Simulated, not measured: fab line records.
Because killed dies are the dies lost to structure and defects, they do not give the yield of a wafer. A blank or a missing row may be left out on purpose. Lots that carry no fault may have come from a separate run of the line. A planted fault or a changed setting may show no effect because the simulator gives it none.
fab line records | flow nand-harc
record lots=7 wafers=21 last-day=32
route steps=1302 shown A_CONTACT@1100 A_BLC@1107 END@1302
lots untouched by any fault: they come from a run of this same line in which no faults occurred
start-h: the number of hours between the record's first day and the start of the first shown wafer of the lot | wait-h: hours since the lot's step before | " as in the row above | L1.1+2: one row covering several wafers at once | - no value, or no start given | * or withheld: withheld | < > ~ a bound
route shown NAME@n: a module of which the file shows steps, and the number in the route of the first | usual: average and standard deviation across the fault-free wafers | same: alike in all rows | chamber/n: place in a boat | sites: readings site by site | _std_site: how widely they spread, as a standard deviation | _edge_site: mean of outer sites minus mean of inner sites | radius-mm: how far each site lies from the wafer's centre | mask NAME#n: copy n | behind: the tool/chamber that last shaped the wafer | hold: why the lot was held/for how many hours/how that ended | device: the transistor (n, p or np) that didn't switch | end of line: the tests these same wafers got at the end of their route | a step given without rows: its recipe and nothing more | killed: count of dies lost to structure and defects at first sort (not the wafer's yield) | map: a wafer's dies, x killed, . not, _ none there
set.NAME: the setting as run; set.NAME@STEP: as run at that earlier step | model.NAME: the simulator's own value behind a step, which no gauge read
lots seen at some steps along the route; tables by step, rows by wafer
services: from which hour (start-h, from the record's first day; less than 0 if before it) a tool's chamber was out of use, for how many hours, and why
## steps
# step NHARC_A_CONTACT_STRIP_27
# recipe time-s=600 temp-c=30 chemistry=post-etch-residue-remover
# step NHARC_A_CONTACT_ALD_18
# recipe target-thk-a=30 pulse-time-s=1 ald-cycles=150 temp-c=450 material=TiN
# usual heater-power-outer-w=680/78 heater-power-w=1063/110 precursor-pulse-height-rel=0.997/0.02
# columns lot.wafer tool chamber start-h wait-h heater-power-outer-w heater-power-w precursor-pulse-height-rel
L720.2 ald-metal-02 0 529.51 - 662 1057 1.031
L720.1 " 1 " " 809 1105 0.978
L720.5 " 0 " " 636 1027 0.977
L721.4 ald-metal-02 1 535.70 - 793 1126 0.982
L721.3 " 0 " " 655 1037 1.001
L721.6 " 2 " " 640 1022 1.007
L731.4 ald-metal-04 2 632.87 - 846 1341 1.018
L731.3 " 3 " " 734 1186 0.994
L731.5 " 0 " " 608 874 0.998
L732.3 ald-metal-02 3 634.40 - 690 957 1.004
L732.2 " 2 " " 657 1062 1.019
L732.6 " 0 " " 645 1026 0.959
L733.1 ald-metal-02 1 652.06 - 768 1061 1.012
L733.4 " 3 " " 706 968 1.017
L733.5 " 1 " " 757 1057 1.009
L738.3 ald-metal-03 1 705.98 - 583 1025 1.011
L738.6 " 2 " " 656 1153 0.996
L738.4 " 1 " " 573 1011 1.016
L740.3 ald-metal-02 1 725.97 - 767 1092 0.980
L740.6 " 2 " " 647 1062 0.952
L740.5 " 3 " " 714 959 1.015
# step NHARC_A_CONTACT_CVD_19
# recipe target-thk-a=3000 temp-c=300 pressure-torr=40 wf6-flow-sccm=40 h2-flow-sccm=1600 ar-flow-sccm=1560 time-s=802 material=W
# usual heater-power-outer-w=264/14 heater-power-w=451/13 throttle-valve-pct=7.91/0.28
# columns lot.wafer tool chamber start-h wait-h heater-power-outer-w heater-power-w throttle-valve-pct
L720.2 cvd-w-02 0 - - 277 458 7.78
L720.1 " 1 " " 241 455 7.64
L720.5 " 0 " " 275 467 7.76
L721.4 cvd-w-01 1 - - 264 459 8.13
L721.3 " 0 " " 261 431 8.34
L721.6 " 1 " " 263 455 8.23
L731.3 cvd-w-01 0 - - 276 469 8.33
L731.4 " 1 " " 258 433 8.06
L731.5 " 0 " " 272 441 8.30
L732.2 cvd-w-01 0 - - 272 445 7.95
L732.3 " 1 " " 261 433 7.98
L732.6 " 0 " " 283 458 8.38
L733.1 cvd-w-01 0 - - 272 462 8.02
L733.4 " 0 " " 274 452 8.13
L733.5 " 0 " " 272 457 8.24
L738.3 cvd-w-02 1 - - 243 441 7.30
L738.4 " 0 " " 293 474 7.96
L738.6 " 0 " " 285 472 8.09
L740.3 cvd-w-02 1 - - 243 468 7.43
L740.6 " 1 " " 241 456 7.35
L740.5 " 0 " " 289 484 7.78
# step NHARC_A_CONTACT_CMP_20
# recipe t-overpolish-s=30 target-thk-nm=300
# usual motor-current-A=12.5/1.3 overpolish-run-s=30.001/0.0098 slurry-flow-ml-min=150.0/0.46 time-to-endpoint-s=61/3.2
# columns lot.wafer tool chamber start-h wait-h motor-current-A overpolish-run-s slurry-flow-ml-min time-to-endpoint-s
L720.2 cmp-04 0 530.63 0.8 11.4 29.997 150.5 62
L720.1 " 2 " " 14.5 30.000 149.3 60
L720.5 " 3 " " 12.1 29.990 149.1 61
L721.3 cmp-01 0 536.83 0.4 13.9 30.011 149.6 60
L721.4 " 1 " " 15.0 29.990 149.8 59
L721.6 " 3 " " 15.3 29.983 149.8 62
L731.4 cmp-02 2 633.93 0.4 12.1 29.993 150.3 58
L731.3 " 1 " " 13.3 30.004 149.4 61
L731.5 " 3 " " 11.1 29.996 149.9 54
L732.3 cmp-02 1 635.49 0.4 13.0 30.004 149.8 62
L732.2 " 0 " " 11.0 30.001 149.0 69
L732.6 " 2 " " 11.6 30.003 149.8 61
L733.1 cmp-01 2 653.15 0.6 13.7 30.008 149.7 62
L733.4 " 3 " " 13.7 29.996 150.2 63
L733.5 " 2 " " 13.0 29.998 149.8 61
L738.4 cmp-01 2 707.08 0.4 13.6 30.019 150.1 62
L738.3 " 3 " " 14.2 30.000 150.0 68
L738.6 " 1 " " 15.1 30.016 150.4 63
L740.3 cmp-04 1 727.00 0.5 11.4 30.008 149.7 56
L740.6 " 1 " " 11.7 30.011 149.8 55
L740.5 " 2 " " 14.1 29.992 149.9 60
# step NHARC_A_CONTACT_SRD_22
# step NHARC_A_CONTACT_INSPECT_23
# usual raw-defect-count=478/120
# columns lot.wafer tool chamber start-h wait-h raw-defect-count
L720.1 defect-inspect-02 - 531.00 0.1 356
L720.2 " - " " 312
L720.5 " - " " 428
L721.3 defect-inspect-01 - 537.19 0.1 475
L721.4 " - " " 491
L721.6 " - " " 510
L731.3 defect-inspect-02 - 634.33 0.1 473
L731.4 " - " " 387
L731.5 " - " " 510
L732.2 defect-inspect-01 - 635.90 0.1 425
L732.3 " - " " 366
L732.6 " - " " 469
L733.1 defect-inspect-02 - 653.56 0.1 448
L733.4 " - " " 446
L733.5 " - " " 421
L738.3 defect-inspect-01 - 707.46 0.1 546
L738.4 " - " " 464
L738.6 " - " " 448
L740.3 defect-inspect-01 - 727.41 0.1 415
L740.5 " - " " 323
L740.6 " - " " 338
# step NHARC_A_BLC_DEHYDRATE_00
# recipe temp-c=150 time-s=120
# step NHARC_A_BLC_HMDS_01
# recipe time-s=30
# step NHARC_A_BLC_COAT_02
# recipe temp-c=260 time-s=75
# step NHARC_A_BLC_COAT_03
# recipe temp-c=225 time-s=65
# step NHARC_A_BLC_COAT_04
# recipe spin-rpm=1500 resist-thk-nm=90
# step NHARC_A_BLC_SOFTBAKE_05
# recipe temp-c=105 time-s=55
# usual exhaust-pa=45.0/0.88 heater-power-total-W=188.47/0.15 plate-temp-C=104.98/0.12
# columns lot.wafer tool chamber start-h wait-h exhaust-pa heater-power-total-W plate-temp-C
L720.1 litho-track-01 0 531 - 44.8 188.63 105.17
L720.2 " 0 " " 45.2 188.40 105.11
L720.5 " 0 " " 45.5 188.36 105.08
L721.3 litho-track-04 0 537 - 45.3 188.51 104.92
L721.4 " 0 " " 44.6 188.71 105.06
L721.6 " 0 " " 43.3 188.54 104.92
L731.3 litho-track-01 0 634 - 47.4 236.22 -
L731.4 " 0 " " 45.7 236.28 -
L731.5 " 0 " " 44.8 235.96 -
L732.2 litho-track-01 0 635 - 47.5 235.79 -
L732.3 " 0 " " 44.8 236.03 -
L732.6 " 0 " " 45.7 235.81 -
L733.1 litho-track-01 0 653 - 44.5 236.34 -
L733.4 " 0 " " 45.2 236.01 -
L733.5 " 0 " " 44.7 235.84 -
L738.3 litho-track-04 0 707 - 44.7 188.74 105.07
L738.4 " 0 " " 45.8 188.42 105.00
L738.6 " 0 " " 45.7 188.52 104.93
L740.3 litho-track-01 0 727 - 44.5 188.38 105.03
L740.5 " 0 " " 45.2 188.31 104.75
L740.6 " 0 " " 45.3 188.43 104.88
# step NHARC_A_BLC_EBR_06
# step NHARC_END_SORT_01
# recipe temp-c=25
# usual killed-at-array=58/22 killed-at-other=1.0/1.3 killed-at-periphery=5/3.4 killed-dies=64/22 killed-open=3.6/1.8 killed-short=2.4/1.7
# same gross-dies=677
# columns lot.wafer tool chamber start-h wait-h killed-at-array killed-at-other killed-at-periphery killed-dies killed-open killed-short
L720.1 prober-02 0 574.02 2.5 45 0 10 55 0 1
L720.2 prober-02 0 574.82 2.8 54 1 8 63 4 5
L720.5 prober-02 0 577.20 3.7 49 0 8 57 4 2
L732.2 prober-02 0 678.23 2.8 97 1 1 99 4 0
L732.3 prober-02 0 679.02 3.1 71 0 3 74 6 1
L732.6 prober-02 0 681.41 4.0 101 0 2 103 2 2
L731.3 prober-01 0 678.95 3.0 23 0 3 26 4 4
L731.4 prober-01 0 679.74 3.3 24 0 5 29 6 5
L731.5 prober-01 0 680.52 3.6 22 0 2 24 4 1
L733.1 prober-01 0 702.63 2.5 42 0 4 46 3 5
L733.5 prober-01 0 705.87 3.7 39 0 1 40 6 3
L738.3 prober-02 0 751.67 3.1 93 3 10 106 6 2
L738.4 prober-02 0 752.48 3.4 85 0 10 95 4 2
L738.6 prober-02 0 754.08 4.0 57 1 7 65 2 2
# killed by level:class
L720.1 A_CHANNEL_HOLE_D1:chamber-film-flake=28 A_CHANNEL_HOLE_D2:chamber-film-flake=7 A_CONTACT:chamber-film-flake=5 P_ZERO_WELL:chamber-film-flake=4 P_CONTACT:chamber-film-flake=4 P_BONDPAD:chamber-film-flake=2 A_STAIRCASE:chamber-film-flake=2 A_CHANNEL_FILL_D2:geometric-particle:short=1
L720.2 A_CHANNEL_HOLE_D1:chamber-film-flake=34 A_CHANNEL_HOLE_D2:chamber-film-flake=5 A_CONTACT:chamber-film-flake=4 P_BONDPAD:chamber-film-flake=3 P_CONTACT:chamber-film-flake=2 A_STAIRCASE:chamber-film-flake=2 P_CONTACT:geometric-particle:open=1 P_M2:geometric-particle:open=1
L720.5 A_CHANNEL_HOLE_D1:chamber-film-flake=34 A_CHANNEL_HOLE_D2:chamber-film-flake=4 P_STI:chamber-film-flake=3 A_CHANNEL_FILL_D2:geometric-particle:open=2 P_ZERO_WELL:chamber-film-flake=2 P_BONDPAD:chamber-film-flake=2 A_STAIRCASE:chamber-film-flake=2 A_CONTACT:chamber-film-flake=2
L732.2 A_CHANNEL_HOLE_D1:chamber-film-flake=34 A_SLIT:chamber-film-flake=30 A_CHANNEL_HOLE_D2:chamber-film-flake=21 A_DECK1_JOINT:chamber-film-flake=2 A_M0:chamber-film-flake=2 A_M1:chamber-film-flake=2 P_CONTACT:geometric-particle:open=1 A_ONON_D1:geometric-particle:open=1
L731.3 A_CHANNEL_HOLE_D1:chamber-film-flake=7 A_CONTACT:chamber-film-flake=3 A_M0:chamber-film-flake=3 P_GATE:geometric-particle:open=1 P_CONTACT:geometric-particle:open=1 A_CHANNEL_FILL_D1:geometric-particle:short=1 A_ONON_D2:geometric-particle:short=1 A_CHANNEL_FILL_D2:geometric-particle:open=1
L732.3 A_CHANNEL_HOLE_D1:chamber-film-flake=27 A_SLIT:chamber-film-flake=21 A_CHANNEL_HOLE_D2:chamber-film-flake=13 A_WL_FILL:chamber-film-flake=4 A_ONON_D1:geometric-particle:open=2 P_GATE:geometric-particle:short=1 P_CONTACT:geometric-particle:open=1 P_M0:geometric-particle:open=1
L731.4 A_CHANNEL_HOLE_D1:chamber-film-flake=5 A_CONTACT:chamber-film-flake=4 A_STAIRCASE:chamber-film-flake=2 A_SLIT:chamber-film-flake=2 A_M0:chamber-film-flake=2 P_GATE:geometric-particle:short=1 P_GATE:geometric-particle:open=1 P_CONTACT:geometric-particle:open=1
L731.5 A_CHANNEL_HOLE_D1:chamber-film-flake=9 A_SLIT:chamber-film-flake=5 A_CONTACT:chamber-film-flake=2 P_CONTACT:geometric-particle:open=1 P_M1:geometric-particle:open=1 A_DECK1_JOINT:geometric-particle:short=1 A_WL_FILL:geometric-particle:open=1 A_CONTACT:geometric-particle:open=1
L732.6 A_SLIT:chamber-film-flake=32 A_CHANNEL_HOLE_D1:chamber-film-flake=30 A_CHANNEL_HOLE_D2:chamber-film-flake=23 A_M1:chamber-film-flake=5 A_CONTACT:chamber-film-flake=3 A_WL_FILL:chamber-film-flake=3 A_CHANNEL_FILL_D1:chamber-film-flake=2 P_M0:geometric-particle:short=1
L733.1 A_CHANNEL_HOLE_D2:chamber-film-flake=11 A_CHANNEL_HOLE_D1:chamber-film-flake=10 A_SLIT:chamber-film-flake=6 P_M2:chamber-film-flake=3 A_STAIRCASE:chamber-film-flake=3 A_CONTACT:chamber-film-flake=3 A_ONON_D1:geometric-particle:short=2 A_CHANNEL_FILL_D1:geometric-particle:short=2
L733.5 A_CHANNEL_HOLE_D2:chamber-film-flake=19 A_CHANNEL_HOLE_D1:chamber-film-flake=5 A_WL_FILL:geometric-particle:short=2 A_CHANNEL_FILL_D2:chamber-film-flake=2 A_STAIRCASE:chamber-film-flake=2 A_SLIT:chamber-film-flake=2 P_CONTACT:geometric-particle:open=1 A_ONON_D1:geometric-particle:open=1
L738.3 A_SLIT:chamber-film-flake=28 A_CHANNEL_HOLE_D2:chamber-film-flake=28 A_CONTACT:chamber-film-flake=7 A_CHANNEL_HOLE_D1:chamber-film-flake=7 A_STAIRCASE:chamber-film-flake=7 A_ZERO_WELL:chamber-film-flake=6 P_M2:chamber-film-flake=5 THIN_TSV:chamber-film-flake=3
L738.4 A_SLIT:chamber-film-flake=34 A_CHANNEL_HOLE_D2:chamber-film-flake=17 A_CHANNEL_HOLE_D1:chamber-film-flake=6 A_STAIRCASE:chamber-film-flake=6 A_WL_FILL:chamber-film-flake=6 A_CONTACT:chamber-film-flake=6 P_STI:chamber-film-flake=3 A_M0:chamber-film-flake=3
L738.6 A_SLIT:chamber-film-flake=18 A_CHANNEL_HOLE_D2:chamber-film-flake=16 A_CONTACT:chamber-film-flake=5 A_CHANNEL_HOLE_D1:chamber-film-flake=4 A_STAIRCASE:chamber-film-flake=4 P_M2:chamber-film-flake=3 A_WL_FILL:chamber-film-flake=3 P_STI:chamber-film-flake=2
## services
# columns tool chamber start-h hours kind
cvd-w-01 - 547.00 13.0 pm
litho-track-04 - 553.00 7.0 pm
cmp-02 - 562.43 0.7 repair
ald-metal-04 2 564.17 23.8 repair
cmp-02 - 565.38 4.0 pm
cmp-01 - 579.18 4.0 pm
cmp-04 - 601.29 4.0 pm
ald-metal-02 - 610.00 10.0 pm
cmp-04 - 614.39 1.5 repair
cmp-02 - 617.78 2.6 repair
cvd-w-02 - 631.00 13.0 pm
cmp-04 - 634.66 4.2 repair
cvd-w-01 - 637.65 0.9 repair
cmp-02 - 639.23 0.5 repair
cmp-04 - 652.25 1.1 repair
cvd-w-02 0 657.37 2.5 repair
cmp-02 - 659.27 5.8 repair
cmp-02 - 665.12 4.0 pm
cmp-01 - 677.20 4.0 pm
litho-track-01 - 680.00 7.0 pm
cmp-02 - 686.10 0.9 repair
cmp-04 - 699.29 4.0 pm
cmp-02 - 701.79 3.2 repair
cmp-02 - 720.59 0.9 repair
## key
first-sign step=NHARC_A_BLC_SOFTBAKE_05 reading=heater-power-total-W direction=up sigmas=99+ usual=* struck=*
effect none on later readings
met-at NHARC_A_BLC_SOFTBAKE_05
struck-wafers L731.3,L731.4,L731.5,L732.2,L732.3,L732.6,L733.1,L733.4,L733.5
tester-left-out L731,L732,L733
onset-between 531 634
fault kind=process-parameter-drift tool=litho-track-01 chamber=- onset-h=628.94 steps=NHARC_A_BLC_SOFTBAKE_05 channel=time-s offset=* shape=step end-h=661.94 acts-in=* stated=*
# tester-left-out: of these lots the tester's yield and bins aren't shown, on N5 and GAA mostly nor the transistor test; their killed dies are dies lost to structure and defects alone, not to doping, threshold or leakage, so they don't give the yield
